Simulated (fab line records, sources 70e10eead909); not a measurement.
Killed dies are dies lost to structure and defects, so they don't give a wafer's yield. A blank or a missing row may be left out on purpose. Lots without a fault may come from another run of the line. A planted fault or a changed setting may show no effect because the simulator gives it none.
Chamber matching | flow nand_harc | NHARC_P_GATE_DESCUM_61 on rie_diel-06: 4 sister chambers
The step chemistry O2, time 3 s. 8 wafers are shown with their chamber, then 12 later ones without.

WAFERS WITH THEIR CHAMBER
wafer  | chamber | drypump_motor_current_A (A) | rf_vpp_V (V)
L082.6 | 2       | 6.2                         | 59.2
L084.3 | 2       | 6.1                         | 57.9
L084.4 | 1       | 5.4                         | 58.8
L084.6 | 0       | 6.1                         | 58.5
L088.5 | 0       | 6.2                         | 59.0
L090.1 | 1       | 5.4                         | 57.6
L090.2 | 3       | 5.8                         | 57.9
L090.6 | 3       | 5.8                         | 58.4

WAFERS WITHOUT THEIR CHAMBER
wafer  | drypump_motor_current_A (A) | rf_vpp_V (V)
L091.2 | 5.7                         | 56.7
L091.3 | 6.1                         | 57.5
L091.5 | 5.7                         | 57.7
L092.1 | 5.8                         | 57.2
L092.2 | 6.1                         | 57.3
L092.3 | 5.4                         | 59.0
L092.4 | 6.2                         | 59.7
L092.5 | 5.4                         | 57.2
L092.6 | 6.1                         | 57.7
L094.1 | 6.1                         | 57.9
L094.3 | 5.8                         | 56.4
L094.4 | 6.1                         | 58.7

WHICH CHAMBER EACH WENT THROUGH
wafer  | from the rows above     | in truth
L091.2 | 3                       | 3
L091.3 | can't be placed: 2 or 0 | 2
L091.5 | 3                       | 3
L092.1 | 3                       | 3
L092.2 | can't be placed: 2 or 0 | 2
L092.3 | 1                       | 1
L092.4 | can't be placed: 0 or 2 | 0
L092.5 | 1                       | 1
L092.6 | can't be placed: 2 or 0 | 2
L094.1 | can't be placed: 2 or 0 | 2
L094.3 | 3                       | 3
L094.4 | can't be placed: 0 or 2 | 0
Placed correctly: 6 of 12. Can't be placed from these rows: 6 (the true chamber is among the candidates in 6). Placed wrongly: 0.
How it was worked out, from the rows above alone: a wafer's distance from a chamber is the root of the sum, over the readings, of the square of ((its reading less the chamber's mean) divided by the reading's scatter). The wafer belongs to the nearest chamber; if the next one is less than 2 further off, it can't be placed. A chamber's mean is the mean of its shown wafers. The scatter: the root of (the sum of the squares of (reading less its chamber's mean) over the shown wafers, divided by (wafers less chambers)).
